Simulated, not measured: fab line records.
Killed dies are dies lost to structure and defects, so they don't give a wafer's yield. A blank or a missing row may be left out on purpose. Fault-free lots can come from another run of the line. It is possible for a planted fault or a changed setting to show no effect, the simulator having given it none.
fab line records ; flow n5_finfet ; part 1 of 2: steps 1 to 21 of 31
record: lots: 5; wafers: 15; last_day: 14
route steps=1938 shown BEOL_M10@1510 BEOL_M11@1536
lots untouched by any fault: they come from a run of this same line in which no faults occurred
start_h: the number of hours between the record's first day and the start of the first shown wafer of the lot ; wait_h: time in hours since the lot's previous step ; " repeats the value in the row above ; L1.1+2: a row that stands for several wafers ; - no value, or no start given ; * or withheld: withheld ; < > ~ a bound
route shown NAME@n: names a module that has steps shown in the file, with the first one's number in the route ; usual: mean/standard deviation of fault-free wafers ; same: alike in all rows ; chamber/n: place in a boat ; sites: readings site by site ; _std_site: standard deviation of those values ; _edge_site: inner sites' mean taken away from outer sites' mean ; radius_mm: how far each site lies from the wafer's centre ; mask NAME#n: copy n ; behind: the last tool/chamber to shape the wafer ; hold: what put the lot on hold/how long, in hours/how the hold closed ; device: which transistor (n, p or np) failed to switch ; end of line: the same wafers' tests at the end of the route ; a step without rows: its recipe alone ; killed: not the wafer's yield, but the dies lost to structure and defects at the first sort ; map: dies across one wafer; x = killed, . = not, _ = none there
set.NAME: the setting that was run; set.NAME@STEP: the one run at that earlier step ; model.NAME: the simulator's own value behind a step, which no gauge read
a table for each step, a row for each wafer; lots at some steps of the route
services: the hour from which a tool's chamber was out of use, counted from the record's first day as start_h (under 0 if before that day), plus the number of hours and why
== steps ==
step: N5_BEOL_M10_STRIP_73
recipe: chemistry: C4F6/O2; resist: SiARC; rf_frequency_hz: 6e+07
lot.wafer;tool;chamber;start_h;wait_h
L074.2+4+5;rie_diel-01;0,3,0;216.72;0.0
L075.2+3+6;rie_diel-05;0,3,0;223.92;0.1
L080.1+5+6;rie_diel-06;0,3,2;250.75;0.0
L084.3+4+6;rie_diel-06;3,0,2;283.02;0.0
L085.1+3+4;rie_diel-05;2,3,1;283.49;0.0
step: N5_BEOL_M10_STRIP_36
recipe: chemistry: N2/H2; power_w: 450; temp_c: 40; pressure_mtorr: 20; rf_frequency_hz: 6e+07; overash_fraction: 0.3; bias_power_w: 7; h2_frac: 0.5; n2_flow_sccm: 200; h2_flow_sccm: 200
usual: drypump_motor_current_A: 5.7/0.44; oes_product_au: 0.80/0.1; rf_vpp_V: 59.3/1.6; showerhead_plenum_p_Torr: 2.55/0.11; throttle_valve_pct: 23.6/0.35
lot.wafer;tool;chamber;start_h;wait_h;drypump_motor_current_A;oes_product_au;rf_hours_counter_h;rf_vpp_V;showerhead_plenum_p_Torr;throttle_valve_pct
L074.2;rie_diel-01;0;216.73;0.0;5.5;0.79;95;60.2;2.56;23.4
L074.4;rie_diel-01;3;216.73;0.0;5.3;0.71;232;61.0;2.52;23.5
L074.5;rie_diel-01;0;216.73;0.0;5.4;0.78;-;59.0;2.56;23.4
L075.2;rie_diel-05;0;223.93;0.0;5.3;0.75;175;58.7;2.34;24.1
L075.3;rie_diel-05;3;223.93;0.0;5.1;0.70;-;60.0;2.49;23.5
L075.6;rie_diel-05;0;223.93;0.0;5.3;0.73;-;57.0;2.34;24.2
L080.1;rie_diel-06;0;250.76;0.0;6.0;0.76;169;58.2;2.63;23.9
L080.5;rie_diel-06;3;250.76;0.0;5.7;0.77;-;61.9;2.62;23.4
L080.6;rie_diel-06;2;250.76;0.0;5.6;0.68;-;57.3;2.40;23.8
L084.3;rie_diel-06;3;283.03;0.0;5.7;0.75;164;59.0;2.62;23.3
L084.4;rie_diel-06;0;283.03;0.0;6.0;0.73;180;58.9;2.63;23.9
L084.6;rie_diel-06;2;283.03;0.0;5.6;0.67;-;58.0;2.39;23.8
L085.1;rie_diel-05;2;283.50;0.0;5.4;0.92;20;59.3;2.70;23.2
L085.3;rie_diel-05;3;283.50;0.0;5.2;0.70;244;57.7;2.48;23.5
L085.4;rie_diel-05;1;283.50;0.0;6.6;0.90;47;58.7;2.72;23.9
step: N5_BEOL_M10_TRENCH_ETCH_37
recipe: chemistry: C4F6/O2; target_depth_a: 1488.3; target: SiCOH_lowk; time_s: 48; ion_energy_ev: 250; pressure_mtorr: 30; source_w: 345; bias_w: 185; Ar_flow_sccm: 300; C4F6_flow_sccm: 10; O2_flow_sccm: 10
usual: drypump_motor_current_A: 5.7/0.44; oes_product_au: 0.79/0.1; rf_vpp_V: 664/12; showerhead_plenum_p_Torr: 2.86/0.12; throttle_valve_pct: 20.93/0.22
lot.wafer;tool;chamber;start_h;wait_h;drypump_motor_current_A;oes_product_au;rf_hours_counter_h;rf_vpp_V;showerhead_plenum_p_Torr;throttle_valve_pct
L074.2;rie_diel-01;0;-;-;5.5;0.77;95;660;2.87;20.74
L074.4;rie_diel-01;3;-;-;5.3;0.70;232;670;2.82;20.93
L074.5;rie_diel-01;0;-;-;5.5;0.77;-;660;2.87;20.73
L075.2;rie_diel-05;0;-;-;5.3;0.74;175;654;2.62;21.21
L075.3;rie_diel-05;3;-;-;5.1;0.71;-;649;2.83;21.09
L075.6;rie_diel-05;0;-;-;5.3;0.74;-;657;2.62;21.21
L080.1;rie_diel-06;0;-;-;6.0;0.74;170;657;2.94;20.95
L080.5;rie_diel-06;3;-;-;5.7;0.77;-;680;2.96;21.02
L080.6;rie_diel-06;2;-;-;5.6;0.69;-;666;2.68;20.92
L084.3;rie_diel-06;3;-;-;5.7;0.76;164;678;2.95;21.05
L084.4;rie_diel-06;0;-;-;6.0;0.72;180;658;2.94;20.96
L084.6;rie_diel-06;2;-;-;5.6;0.68;-;667;2.68;20.93
L085.1;rie_diel-05;2;-;-;5.5;0.91;20;686;3.04;20.66
L085.3;rie_diel-05;3;-;-;5.1;0.69;244;649;2.82;21.10
L085.4;rie_diel-05;1;-;-;6.6;0.89;47;659;3.03;21.12
step: N5_BEOL_M10_ETCH_41
recipe: chemistry: CH3F/O2; target: SiCN; target_depth_a: 426; taper_deg: 2; time_s: 86; ion_energy_ev: 120; mask_material: TiN; pressure_mtorr: 30; source_w: 395; bias_w: 75; Ar_flow_sccm: 150; CH3F_flow_sccm: 30; O2_flow_sccm: 20
usual: drypump_motor_current_A: 5.7/0.44; oes_product_au: 0.79/0.1; rf_vpp_V: 297.5/2; showerhead_plenum_p_Torr: 2.01/0.09; throttle_valve_pct: 16.31/0.23
lot.wafer;tool;chamber;start_h;wait_h;drypump_motor_current_A;oes_product_au;rf_hours_counter_h;rf_vpp_V;showerhead_plenum_p_Torr;throttle_valve_pct
L074.2;rie_diel-01;0;-;-;5.4;0.77;95;297.1;2.01;16.12
L074.4;rie_diel-01;3;-;-;5.3;0.71;232;298.7;1.98;16.41
L074.5;rie_diel-01;0;-;-;5.5;0.77;-;298.2;2.01;16.13
L075.2;rie_diel-05;0;-;-;5.3;0.74;175;294.8;1.83;16.62
L075.3;rie_diel-05;3;-;-;5.1;0.70;-;295.8;1.99;16.47
L075.6;rie_diel-05;0;-;-;5.3;0.74;-;294.1;1.83;16.61
L080.1;rie_diel-06;0;-;-;6.0;0.74;170;297.8;2.08;16.39
L080.5;rie_diel-06;3;-;-;5.7;0.76;-;298.7;2.08;16.41
L080.6;rie_diel-06;2;-;-;5.6;0.69;-;293.7;1.88;16.39
L084.3;rie_diel-06;3;-;-;5.7;0.76;164;298.5;2.08;16.45
L084.4;rie_diel-06;0;-;-;6.0;0.73;181;299.1;2.07;16.41
L084.6;rie_diel-06;2;-;-;5.6;0.68;-;294.7;1.88;16.42
L085.1;rie_diel-05;2;-;-;5.5;0.91;20;300.9;2.14;16.00
L085.3;rie_diel-05;3;-;-;5.1;0.69;245;295.0;1.98;16.51
L085.4;rie_diel-05;1;-;-;6.6;0.89;47;299.9;2.13;16.42
step: N5_BEOL_M10_STRIP_77
recipe: chemistry: N2/H2; time_s: 10; power_w: 450; temp_c: 40; pressure_mtorr: 20; rf_frequency_hz: 6e+07; bias_power_w: 7; n2_flow_sccm: 200; h2_flow_sccm: 200
usual: drypump_motor_current_A: 5.7/0.44; oes_product_au: 0.80/0.1; rf_vpp_V: 59.0/1; showerhead_plenum_p_Torr: 2.55/0.11; throttle_valve_pct: 23.6/0.35
lot.wafer;tool;chamber;start_h;wait_h;drypump_motor_current_A;oes_product_au;rf_hours_counter_h;rf_vpp_V;showerhead_plenum_p_Torr;throttle_valve_pct
L074.2;rie_diel-01;0;-;-;5.4;0.79;95;60.5;2.56;23.4
L074.4;rie_diel-01;3;-;-;5.3;0.70;232;58.7;2.52;23.6
L074.5;rie_diel-01;0;-;-;5.4;0.79;-;58.5;2.56;23.5
L075.2;rie_diel-05;0;-;-;5.3;0.73;175;58.7;2.34;24.2
L075.3;rie_diel-05;3;-;-;5.2;0.70;-;57.9;2.49;23.6
L075.6;rie_diel-05;0;-;-;5.3;0.74;-;59.2;2.34;24.1
L080.1;rie_diel-06;0;-;-;6.1;0.75;170;59.7;2.63;23.9
L080.5;rie_diel-06;3;-;-;5.8;0.77;-;58.7;2.62;23.3
L080.6;rie_diel-06;2;-;-;5.6;0.68;-;57.8;2.40;23.8
L084.3;rie_diel-06;3;-;-;5.7;0.76;164;59.6;2.62;23.4
L084.4;rie_diel-06;0;-;-;6.0;0.75;181;60.6;2.63;23.9
L084.6;rie_diel-06;2;-;-;5.6;0.68;-;57.6;2.39;23.8
L085.1;rie_diel-05;2;-;-;5.5;0.91;20;60.0;2.70;23.2
L085.3;rie_diel-05;3;-;-;5.1;0.68;245;60.2;2.48;23.6
L085.4;rie_diel-05;1;-;-;6.6;0.90;47;59.4;2.72;23.9
step: N5_BEOL_M10_OCD_MEAS_38
usual: trench_depth_nm: 148/3.2
lot.wafer;tool;chamber;start_h;wait_h;trench_depth_nm
L074.2;ocd-01;-;216.95;-;146
L074.4;ocd-01;-;216.95;-;145
L074.5;ocd-01;-;216.95;-;145
L075.2;ocd-01;-;224.25;-;148
L075.3;ocd-01;-;224.25;-;147
L075.6;ocd-01;-;224.25;-;148
L080.1;ocd-02;-;250.98;-;145
L080.5;ocd-02;-;250.98;-;148
L080.6;ocd-02;-;250.98;-;150
L084.3;ocd-02;-;283.26;-;147
L084.4;ocd-02;-;283.26;-;144
L084.6;ocd-02;-;283.26;-;148
L085.1;ocd-02;-;283.72;-;149
L085.3;ocd-02;-;283.72;-;143
L085.4;ocd-02;-;283.72;-;150
step: N5_BEOL_M10_HM_STRIP_39
recipe: chemistry: peroxide_tin_strip; material: TiN; target_depth_a: 250; temp_c: 50; time_s: 158
usual: bath_heat_duty_pct: 7.4/0.98
lot.wafer;tool;chamber;start_h;wait_h;bath_heat_duty_pct
L074.2;wet_bench-06;7;216.98;0.0;6.0
L074.4;wet_bench-06;1;216.98;0.0;7.5
L074.5;wet_bench-06;6;216.98;0.0;6.9
L075.2;wet_bench-06;6;224.28;0.0;7.2
L075.3;wet_bench-06;4;224.28;0.0;6.9
L075.6;wet_bench-06;2;224.28;0.0;7.1
L080.1;wet_bench-06;5;251.02;0.0;5.6
L080.5;wet_bench-06;4;251.02;0.0;6.7
L080.6;wet_bench-06;0;251.02;0.0;6.8
L084.3;wet_bench-06;6;283.29;0.0;6.7
L084.4;wet_bench-06;7;283.29;0.0;6.3
L084.6;wet_bench-06;3;283.29;0.0;6.2
L085.1;wet_bench-04;0;283.75;0.0;10.3
L085.3;wet_bench-04;3;283.75;0.0;7.9
L085.4;wet_bench-04;6;283.75;0.0;7.0
step: N5_BEOL_M10_SRD_40
recipe: time_s: 30; temp_c: 23; rinse_liquid: diw; dry: ipa_marangoni
usual: bath_heat_duty_pct: 3.7/0.61
lot.wafer;tool;chamber;start_h;wait_h;bath_heat_duty_pct
L074.2;wet_bench-06;7;217.03;0.0;3.1
L074.4;wet_bench-06;1;217.03;0.0;3.9
L074.5;wet_bench-06;6;217.03;0.0;3.7
L075.2;wet_bench-06;6;224.33;0.0;2.7
L075.3;wet_bench-06;4;224.33;0.0;3.8
L075.6;wet_bench-06;2;224.33;0.0;3.6
L080.1;wet_bench-06;5;251.06;0.0;3.1
L080.5;wet_bench-06;4;251.06;0.0;3.9
L080.6;wet_bench-06;0;251.06;0.0;4.3
L084.3;wet_bench-06;6;283.33;0.0;4.3
L084.4;wet_bench-06;7;283.33;0.0;2.8
L084.6;wet_bench-06;3;283.33;0.0;3.4
L085.1;wet_bench-04;0;283.80;0.0;5.2
L085.3;wet_bench-04;3;283.80;0.0;3.4
L085.4;wet_bench-04;6;283.80;0.0;3.3
step: N5_BEOL_M10_PRECLEAN_42
recipe: chemistry: residue_remover; time_s: 60; temp_c: 40
usual: bath_heat_duty_pct: 4.6/0.72
lot.wafer;tool;chamber;start_h;wait_h;bath_heat_duty_pct
L074.2;wet_bench-06;7;217.04;0.0;4.6
L074.4;wet_bench-06;1;217.04;0.0;4.5
L074.5;wet_bench-06;6;217.04;0.0;4.6
L075.2;wet_bench-06;6;224.35;0.0;4.8
L075.3;wet_bench-06;4;224.35;0.0;4.9
L075.6;wet_bench-06;2;224.35;0.0;4.4
L080.1;wet_bench-06;5;251.08;0.0;3.5
L080.5;wet_bench-06;4;251.08;0.0;4.9
L080.6;wet_bench-06;0;251.08;0.0;5.3
L084.3;wet_bench-06;6;283.35;0.0;4.5
L084.4;wet_bench-06;7;283.35;0.0;4.0
L084.6;wet_bench-06;3;283.35;0.0;3.8
L085.1;wet_bench-04;0;283.82;0.0;6.4
L085.3;wet_bench-04;3;283.82;0.0;5.3
L085.4;wet_bench-04;6;283.82;0.0;4.5
step: N5_BEOL_M10_SRD_43
recipe: time_s: 30; temp_c: 23; rinse_liquid: diw; dry: ipa_marangoni
usual: bath_heat_duty_pct: 3.8/0.53
lot.wafer;tool;chamber;start_h;wait_h;bath_heat_duty_pct
L074.2;wet_bench-06;7;217.06;0.0;3.3
L074.4;wet_bench-06;1;217.06;0.0;4.3
L074.5;wet_bench-06;6;217.06;0.0;3.1
L075.2;wet_bench-06;6;224.37;0.0;3.6
L075.3;wet_bench-06;4;224.37;0.0;3.8
L075.6;wet_bench-06;2;224.37;0.0;3.7
L080.1;wet_bench-06;5;251.10;0.0;3.1
L080.5;wet_bench-06;4;251.10;0.0;3.1
L080.6;wet_bench-06;0;251.10;0.0;3.9
L084.3;wet_bench-06;6;283.37;0.0;3.9
L084.4;wet_bench-06;7;283.37;0.0;3.8
L084.6;wet_bench-06;3;283.37;0.0;3.5
L085.1;wet_bench-04;0;283.83;0.0;5.3
L085.3;wet_bench-04;3;283.83;0.0;2.9
L085.4;wet_bench-04;6;283.83;0.0;4.0
step: N5_BEOL_M10_CD_MEAS_35
recipe: target_cd_nm: 70; polarity: opening
usual: cd_nm: 70.0/0.7
lot.wafer;tool;chamber;start_h;wait_h;cd_nm
L074.2;cd_sem-03;-;217.10;0.0;70.0
L074.4;cd_sem-03;-;217.10;0.0;69.8
L074.5;cd_sem-03;-;217.10;0.0;70.5
L075.2;cd_sem-01;-;224.41;0.0;70.4
L075.3;cd_sem-01;-;224.41;0.0;69.3
L075.6;cd_sem-01;-;224.41;0.0;70.0
L080.1;cd_sem-03;-;251.13;0.0;69.6
L080.5;cd_sem-03;-;251.13;0.0;70.3
L080.6;cd_sem-03;-;251.13;0.0;68.9
L084.3;cd_sem-03;-;283.41;0.0;69.4
L084.4;cd_sem-03;-;283.41;0.0;68.3
L084.6;cd_sem-03;-;283.41;0.0;69.0
L085.1;cd_sem-01;-;283.87;0.0;69.5
L085.3;cd_sem-01;-;283.87;0.0;68.9
L085.4;cd_sem-01;-;283.87;0.0;70.4
step: N5_BEOL_M10_CURE_72
recipe: temp_c: 370; time_s: 120; ambient: DMADMS/He; material: SiCOH_lowk
usual: lamp_power_pct: 52.31/0.053; wafer_temp_C_max: 371.5/0.57
lot.wafer;tool;chamber;start_h;wait_h;lamp_power_pct;wafer_temp_C_max
L074.2;uv_cure-01;1;217.19;0.1;52.32;371.7
L074.4;uv_cure-01;1;217.19;0.1;52.36;371.0
L074.5;uv_cure-01;1;217.19;0.1;52.31;371.3
L075.2;uv_cure-02;0;224.64;0.2;52.26;372.4
L075.3;uv_cure-02;0;224.64;0.2;52.35;372.2
L075.6;uv_cure-02;0;224.64;0.2;52.27;372.2
L080.1;uv_cure-03;0;251.27;0.1;52.28;371.3
L080.5;uv_cure-03;0;251.27;0.1;52.48;371.5
L080.6;uv_cure-03;0;251.27;0.1;52.32;370.9
L084.3;uv_cure-01;1;283.55;0.1;52.34;371.2
L084.4;uv_cure-01;1;283.55;0.1;52.35;371.5
L084.6;uv_cure-01;1;283.55;0.1;52.35;371.2
L085.1;uv_cure-01;1;284.05;0.2;52.32;371.8
L085.3;uv_cure-01;1;284.05;0.2;52.25;371.8
L085.4;uv_cure-01;1;284.05;0.2;52.33;372.2
step: N5_BEOL_M10_DEGAS_44
recipe: ambient: vacuum; temp_c: 250; time_s: 60
usual: heater_power_w: 322/36
lot.wafer;tool;chamber;start_h;wait_h;heater_power_w
L074.2;pvd_sputter-01;-;217.79;0.6;310
L074.4;pvd_sputter-01;-;217.79;0.6;331
L074.5;pvd_sputter-01;-;217.79;0.6;333
L075.2;pvd_sputter-01;-;225.11;0.4;301
L075.3;pvd_sputter-01;-;225.11;0.4;324
L075.6;pvd_sputter-01;-;225.11;0.4;328
L080.1;pvd_sputter-01;-;253.49;2.2;331
L080.5;pvd_sputter-01;-;253.49;2.2;337
L080.6;pvd_sputter-01;-;253.49;2.2;305
L084.3;pvd_sputter-02;-;283.85;0.3;321
L084.4;pvd_sputter-02;-;283.85;0.3;394
L084.6;pvd_sputter-02;-;283.85;0.3;395
L085.1;pvd_sputter-03;-;284.61;0.5;330
L085.3;pvd_sputter-03;-;284.61;0.5;343
L085.4;pvd_sputter-03;-;284.61;0.5;304
step: N5_BEOL_M10_PRE_CLEAN_45
recipe: gas: H2/He; time_s: 30; temp_c: 250
usual: heater_power_w: 322/36
lot.wafer;tool;chamber;start_h;wait_h;heater_power_w
L074.2;pvd_sputter-01;-;217.83;0.0;306
L074.4;pvd_sputter-01;-;217.83;0.0;325
L074.5;pvd_sputter-01;-;217.83;0.0;331
L075.2;pvd_sputter-01;-;225.15;0.0;308
L075.3;pvd_sputter-01;-;225.15;0.0;324
L075.6;pvd_sputter-01;-;225.15;0.0;330
L080.1;pvd_sputter-01;-;253.53;0.0;324
L080.5;pvd_sputter-01;-;253.53;0.0;323
L080.6;pvd_sputter-01;-;253.53;0.0;298
L084.3;pvd_sputter-02;-;283.89;0.0;317
L084.4;pvd_sputter-02;-;283.89;0.0;400
L084.6;pvd_sputter-02;-;283.89;0.0;392
L085.1;pvd_sputter-03;-;284.65;0.0;331
L085.3;pvd_sputter-03;-;284.65;0.0;338
L085.4;pvd_sputter-03;-;284.65;0.0;305
step: N5_BEOL_M10_ALD_74
recipe: material: TaN; target_thk_a: 20; temp_c: 275; ald_precursor_family: PDMAT; ald_co_reactant: NH3; pressure_torr: 3; carrier_flow_sccm: 1500; pulse_time_s: 2; purge_time_s: 3; co_reactant_purge_time_s: 2; co_reactant_pulse_time_s: 3; ald_cycles: 40; precursor_vessel_temp_c: 75; precursor_vessel_pressure_torr: 26.25; precursor_vessel_carrier_sccm: 1000
usual: heater_power_w: 404/43
lot.wafer;tool;chamber;start_h;wait_h;heater_power_w
L074.2;ald_metal-03;3;217.95;0.1;448
L074.4;ald_metal-03;2;217.95;0.1;434
L074.5;ald_metal-03;3;217.95;0.1;440
L075.2;ald_metal-02;1;225.21;0.0;459
L075.3;ald_metal-02;2;225.21;0.0;390
L075.6;ald_metal-02;1;225.21;0.0;451
L080.1;ald_metal-02;3;253.59;0.0;456
L080.5;ald_metal-02;2;253.59;0.0;374
L080.6;ald_metal-02;3;253.59;0.0;467
L084.3;ald_metal-03;0;283.95;0.0;398
L084.4;ald_metal-03;1;283.95;0.0;443
L084.6;ald_metal-03;0;283.95;0.0;398
L085.1;ald_metal-03;1;284.71;0.0;449
L085.3;ald_metal-03;0;284.71;0.0;394
L085.4;ald_metal-03;2;284.71;0.0;448
step: N5_BEOL_M10_SURFACE_TREAT_76
recipe: gas: Ar; time_s: *; ion_energy_ev: *; ion_current_ma_cm2: 0.5; pressure_mtorr: *; ar_flow_sccm: 30
usual: throttle_valve_pct: *
lot.wafer;tool;chamber;start_h;wait_h;throttle_valve_pct
L074.2;pvd_sputter-01;-;218.46;0.4;*
L074.4;pvd_sputter-01;-;218.46;0.4;*
L074.5;pvd_sputter-01;-;218.46;0.4;*
L075.2;pvd_sputter-02;-;225.49;0.2;*
L075.3;pvd_sputter-02;-;225.49;0.2;*
L075.6;pvd_sputter-02;-;225.49;0.2;*
L080.1;pvd_sputter-02;-;253.89;0.2;*
L080.5;pvd_sputter-02;-;253.89;0.2;*
L080.6;pvd_sputter-02;-;253.89;0.2;*
L084.3;pvd_sputter-02;-;284.29;0.2;*
L084.4;pvd_sputter-02;-;284.29;0.2;*
L084.6;pvd_sputter-02;-;284.29;0.2;*
L085.1;pvd_sputter-02;-;285.01;0.2;*
L085.3;pvd_sputter-02;-;285.01;0.2;*
L085.4;pvd_sputter-02;-;285.01;0.2;*
step: N5_BEOL_M10_CVD_75
recipe: material: Co; target_thk_a: 20; temp_c: withheld; precursor: CCTBA/H2; pressure_torr: 30; time_s: 138.9
lot.wafer;tool;chamber;start_h;wait_h
L074.2+4+5;cvd_co-01;0,1,2;219.19;0.7
L075.2+3+6;cvd_co-01;0,2,0;225.58;0.1
L080.1+5+6;cvd_co-02;0,0,2;253.95;0.0
L084.3+4+6;cvd_co-01;1,2,0;284.37;0.1
L085.1+3+4;cvd_co-01;1,2,2;285.13;0.1
step: N5_BEOL_M10_SPUTTER_48
recipe: material: Cu; target_thk_a: 120; temp_c: -20; bias_v: 60; power_w: 26000; chamber_pressure_pa: 0.13; time_s: 2
usual: substrate_temp_c: -20.01/0.1; throttle_valve_pct: 30.0/1.5
lot.wafer;tool;chamber;start_h;wait_h;substrate_temp_c;throttle_valve_pct
L074.2;pvd_sputter-03;-;219.30;0.1;-19.90;30.4
L074.4;pvd_sputter-03;-;219.30;0.1;-19.86;31.7
L074.5;pvd_sputter-03;-;219.30;0.1;-20.13;27.8
L075.2;pvd_sputter-02;-;225.69;0.1;-19.92;31.1
L075.3;pvd_sputter-02;-;225.69;0.1;-19.86;29.2
L075.6;pvd_sputter-02;-;225.69;0.1;-19.89;32.4
L080.1;pvd_sputter-01;-;254.07;0.1;-20.12;30.4
L080.5;pvd_sputter-01;-;254.07;0.1;-20.03;30.2
L080.6;pvd_sputter-01;-;254.07;0.1;-19.81;30.6
L084.3;pvd_sputter-02;-;284.49;0.1;-19.84;29.2
L084.4;pvd_sputter-02;-;284.49;0.1;-20.03;32.5
L084.6;pvd_sputter-02;-;284.49;0.1;-19.99;28.5
L085.1;pvd_sputter-02;-;285.45;0.3;-20.08;29.3
L085.3;pvd_sputter-02;-;285.45;0.3;-20.13;32.9
L085.4;pvd_sputter-02;-;285.45;0.3;-20.11;28.7
step: N5_BEOL_M10_ECD_50
recipe: material: Cu; target_thk_a: 3180
lot.wafer;tool;chamber;start_h;wait_h
L074.2+4+5;ecd_cu-01;1,0,1;219.42;0.1
L075.2+3+6;ecd_cu-02;1;225.81;0.1
L080.1+5+6;ecd_cu-02;0,0,1;254.18;0.1
L084.3+4+6;ecd_cu-01;1,0,0;284.63;0.1
L085.1+3+4;ecd_cu-01;1,1,0;285.57;0.1
step: N5_BEOL_M10_ANNEAL_51
recipe: temp_c: 225; time_s: 90; ambient: N2
usual: anneal_temp_c: 225.03/0.16; wafer_temp_C_max: 225.9/0.37
lot.wafer;tool;chamber;start_h;wait_h;anneal_temp_c;wafer_temp_C_max
L074.2;rtp_anneal-02;0;219.75;0.3;225.05;225.9
L074.4;rtp_anneal-02;0;219.75;0.3;225.11;225.7
L074.5;rtp_anneal-02;0;219.75;0.3;225.00;225.8
L075.2;rtp_anneal-02;0;226.66;0.8;225.06;226.0
L075.3;rtp_anneal-02;0;226.66;0.8;224.84;225.8
L075.6;rtp_anneal-02;0;226.66;0.8;225.06;226.0
L080.1;rtp_anneal-01;0;254.41;0.2;225.27;226.1
L080.5;rtp_anneal-01;0;254.41;0.2;225.21;226.4
L080.6;rtp_anneal-01;0;254.41;0.2;225.17;226.1
L084.3;rtp_anneal-02;0;284.81;0.1;225.16;225.4
L084.4;rtp_anneal-02;0;284.81;0.1;225.18;225.5
L084.6;rtp_anneal-02;0;284.81;0.1;224.86;225.8
L085.1;rtp_anneal-02;0;285.68;0.1;225.10;225.7
L085.3;rtp_anneal-02;0;285.68;0.1;225.04;225.7
L085.4;rtp_anneal-02;0;285.68;0.1;225.02;225.7
step: N5_BEOL_M10_CMP_52
recipe: stop_on: SiCOH_lowk; t_overpolish_s: 7; down_force_psi: 1; platen_rpm: 50; clearing_platen_down_force_psi: 1.5; clearing_platen_rpm: 50; post_cmp_clean: cu_alkaline; target_thk_nm: 140; clearing_platen_pad_velocity_m_s: 0.99484; pad_velocity_m_s: 0.99484
usual: barrier_field_endpoint_s: 28.7/0.64; motor_current_A: 6.0/0.69; overpolish_run_s: 7.000/0.0081; time_to_endpoint_s: 67/3.2
lot.wafer;tool;chamber;start_h;wait_h;barrier_field_endpoint_s;motor_current_A;overpolish_run_s;time_to_endpoint_s
L074.4;cmp-03;0;220.04;0.2;27.4;7.0;7.013;65
L074.2;cmp-03;1;220.04;0.2;28.1;6.3;7.002;67
L074.5;cmp-03;3;220.04;0.2;27.7;6.4;6.991;65
L075.3;cmp-03;0;226.95;0.2;27.7;7.0;6.996;65
L075.2;cmp-03;1;226.95;0.2;28.2;6.4;7.003;65
L075.6;cmp-03;0;226.95;0.2;27.9;6.7;6.998;62
L080.1;cmp-01;1;254.72;0.3;29.4;5.3;6.997;71
L080.5;cmp-01;1;254.72;0.3;29.5;5.2;6.984;70
L080.6;cmp-01;2;254.72;0.3;28.6;5.9;7.007;62
L084.4;cmp-03;1;285.09;0.2;28.7;6.2;7.004;64
L084.3;cmp-03;2;285.09;0.2;27.5;6.3;6.991;64
L084.6;cmp-03;3;285.09;0.2;28.1;5.9;7.008;61
L085.3;cmp-03;3;285.97;0.2;28.8;6.1;7.009;66
L085.4;cmp-03;1;285.97;0.2;29.1;6.0;7.004;66
L085.1;cmp-03;2;285.97;0.2;29.1;6.0;7.000;67
